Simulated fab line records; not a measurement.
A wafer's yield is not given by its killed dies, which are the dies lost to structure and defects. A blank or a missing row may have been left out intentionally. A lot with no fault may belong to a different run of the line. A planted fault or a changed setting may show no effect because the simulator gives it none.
Chamber matching :: flow n5Finfet :: N5_STI_FIN_REVEAL_STRIP_24 on rieDiel-01 has 4 sister chambers
The step strips in N2/H2, time 90 s. 4 wafers are shown with their chamber, then 11 later ones without.

## WAFERS, EACH WITH ITS CHAMBER
wafer: L084.1
chamber: 0
drypumpMotorCurrentA (A): 6.8

wafer: L084.3
chamber: 3
drypumpMotorCurrentA (A): 5.1

wafer: L088.3
chamber: 1
drypumpMotorCurrentA (A): 6.2

wafer: L091.1
chamber: 2
drypumpMotorCurrentA (A): 4.9

## WAFERS WITH NO CHAMBER GIVEN
wafer: L091.5
drypumpMotorCurrentA (A): 6.8

wafer: L091.6
drypumpMotorCurrentA (A): 5.1

wafer: L093.2
drypumpMotorCurrentA (A): 4.9

wafer: L093.4
drypumpMotorCurrentA (A): 6.1

wafer: L093.5
drypumpMotorCurrentA (A): 5.1

wafer: L096.2
drypumpMotorCurrentA (A): 4.9

wafer: L096.4
drypumpMotorCurrentA (A): 4.9

wafer: L096.6
drypumpMotorCurrentA (A): 6.8

wafer: L097.4
drypumpMotorCurrentA (A): 6.1

wafer: L097.5
drypumpMotorCurrentA (A): 6.8

wafer: L097.6
drypumpMotorCurrentA (A): 5.1

## EACH ONE'S CHAMBER
wafer: L091.5
from the rows above: 0
in truth: 0

wafer: L091.6
from the rows above: 3
in truth: 3

wafer: L093.2
from the rows above: 2
in truth: 2

wafer: L093.4
from the rows above: 1
in truth: 1

wafer: L093.5
from the rows above: 3
in truth: 3

wafer: L096.2
from the rows above: 2
in truth: 2

wafer: L096.4
from the rows above: 2
in truth: 2

wafer: L096.6
from the rows above: 0
in truth: 0

wafer: L097.4
from the rows above: 1
in truth: 1

wafer: L097.5
from the rows above: 0
in truth: 0

wafer: L097.6
from the rows above: 3
in truth: 3
Correctly placed: 11 of 11. Number that these rows cannot place: 0. Number placed wrongly: 0.
How it was worked out, from the rows above alone: a wafer's distance from a chamber is the root of the sum, over the readings, of the square of ((its reading less the chamber's mean) divided by the reading's scatter). The wafer belongs to the nearest chamber; if the next one is less than 2 further off, it can't be placed. The mean given for a chamber averages the wafers shown for that chamber. The scatter: with one shown wafer a chamber, the root of the mean of the squares of how far each hidden wafer lies from its nearest shown one.
